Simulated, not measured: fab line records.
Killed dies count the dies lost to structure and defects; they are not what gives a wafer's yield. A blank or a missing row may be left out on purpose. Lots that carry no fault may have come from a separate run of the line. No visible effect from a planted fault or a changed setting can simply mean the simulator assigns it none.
Split-lot experiment ; flow n5 finfet ; 39 wafers read across 7 lots, on a route 1938 steps long

== ABOUT THE SPLIT ==
At N5_PASSIVATION_PECVD_35 (deposits SiNx from SiH4/NH3/N2, target thk 700 nm, time 151.3 s), the setting time s was moved away from the recipe's 151.3 s on 18 of the 39 wafers read, by -27.0% to +38.5%. All remaining wafers had this setting at the recipe value.

The reading is taken at the split's own step.

== THE READING ==
SiNx_of_PASSIVATION_PECVD_35.thk nm (the simulator's own value, which no gauge read), in nm, at N5_PASSIVATION_PECVD_35 (deposits SiNx from SiH4/NH3/N2, target thk 700 nm, time 151.3 s). The file does not state a usual value for it. Here, 21 wafers ran the recipe; their average is 701.0 nm with a standard deviation of 10 nm.

wafer;tool, chamber at the split;time s as run, s;against the recipe;SiNx_of_PASSIVATION_PECVD_35.thk nm, nm;against lot-mates on the recipe
L076.1;pecvd-02, 0;205.5;+35.8%;941;+229.3
L076.2;pecvd-02, 2;151.3;recipe;712;-
L076.3;pecvd-02, 1;205.5;+35.8%;944.4;+232.7
L076.4;pecvd-02, 1;205.5;+35.8%;964.6;+252.9
L076.5;pecvd-02, 0;151.3;recipe;700.4;-
L076.6;pecvd-02, 2;151.3;recipe;722.6;-
L075.1;pecvd-01, 1;209.5;+38.5%;951.4;+245.3
L075.2;pecvd-01, 2;209.5;+38.5%;972;+265.9
L075.3;pecvd-01, 0,2;151.3;recipe;705.2;-
L075.5;pecvd-01, 0,2;151.3;recipe;705.2;-
L075.4;pecvd-01, 0;151.3;recipe;707.8;-
L075.6;pecvd-01, 1;209.5;+38.5%;963.8;+257.7
L077.1;pecvd-02, 1;151.3;recipe;692.8;-
L077.2;pecvd-02, 2;151.3;recipe;702.4;-
L077.3;pecvd-02, 0;122.4;-19.1%;558.2;-145.4
L077.4;pecvd-02, 1;122.4;-19.1%;564.6;-139.0
L077.5;pecvd-02, 0;122.4;-19.1%;557;-146.6
L077.6;pecvd-02, 2;151.3;recipe;715.6;-
L083.1;pecvd-04, 2;201.6;+33.2%;927.8;+225.0
L083.2;pecvd-04, 1;151.3;recipe;700.6;-
L083.3;pecvd-04, 0;151.3;recipe;693.2;-
L083.4;pecvd-04, 0;201.6;+33.2%;949;+246.2
L083.5;pecvd-04, 2;201.6;+33.2%;948;+245.2
L083.6;pecvd-04, 1;151.3;recipe;714.6;-
L082.1;pecvd-04, 2;151.3;recipe;692.2;-
L082.2;pecvd-04, 1;182.2;+20.4%;834.8;+137.4
L082.3;pecvd-04, 0;151.3;recipe;688;-
L082.4;pecvd-04, 0;182.2;+20.4%;845.6;+148.2
L082.5;pecvd-04, 1;151.3;recipe;712;-
L082.6;pecvd-04, 2;182.2;+20.4%;840;+142.6
L088.2;pecvd-04, 2;151.3;recipe;683;-
L088.5;pecvd-04, 0;151.3;recipe;703.4;-
L088.6;pecvd-04, 2;151.3;recipe;690.2;-
L089.1;pecvd-01, 2;151.3;recipe;690.4;-
L089.2;pecvd-01, 0;151.3;recipe;696.8;-
L089.3;pecvd-01, 1;110.4;-27.0%;491.8;-201.6
L089.4;pecvd-01, 2;110.4;-27.0%;505.8;-187.6
L089.5;pecvd-01, 1;151.3;recipe;693;-
L089.6;pecvd-01, 0;110.4;-27.0%;518;-175.4
Where a row lists several chambers, the file gives one row for several wafers and doesn't say which wafer went through which chamber.

FIT RESULTS
A straight line over all 39 wafers: SiNx_of_PASSIVATION_PECVD_35.thk nm changes by +7.05 nm for each +1% of time s; r = +1.00; the points scatter about the line by 10 nm.
The same after taking each lot's own level away (the mean of its wafers on the recipe; 39 wafers): +6.92 nm for each +1%; r = +1.00; scatter 10 nm.
The reading moves by 2.7e+02 nm for the largest change in time s, on that fit.
Measured against the standard deviation above, the lots' own levels, which go from 692.20 to 711.67 nm, span 1.9 times it.
Hence the lot-to-lot level has little effect on the slope; both slopes agree.
Check: +266 nm against its lot-mates is what the line predicts for one of the wafers moved furthest among these (+38.5%) when that wafer is left out of the fit. It came out at +245 nm against them.

== ADDITIONAL SPLITS CARRIED BY THESE WAFERS ==
Before the reading, these wafers also passed through other splits. Each is held against what the fit with the lots' levels taken away leaves over:
other split on the same wafers;wafers away from the commonest value;r with SiNx_of_PASSIVATION_PECVD_35.thk nm (lot level and that fit taken away)
N5_BEOL_M12_TRENCH_ETCH_34 target depth a;12;-0.12
N5_BEOL_M14_DEP_53 target thk a;18;+0.02

== FILE'S OWN FIT ==
SiNx_of_PASSIVATION_PECVD_35.thk nm changes by +6.89 nm for each +1% of time s, r = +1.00.
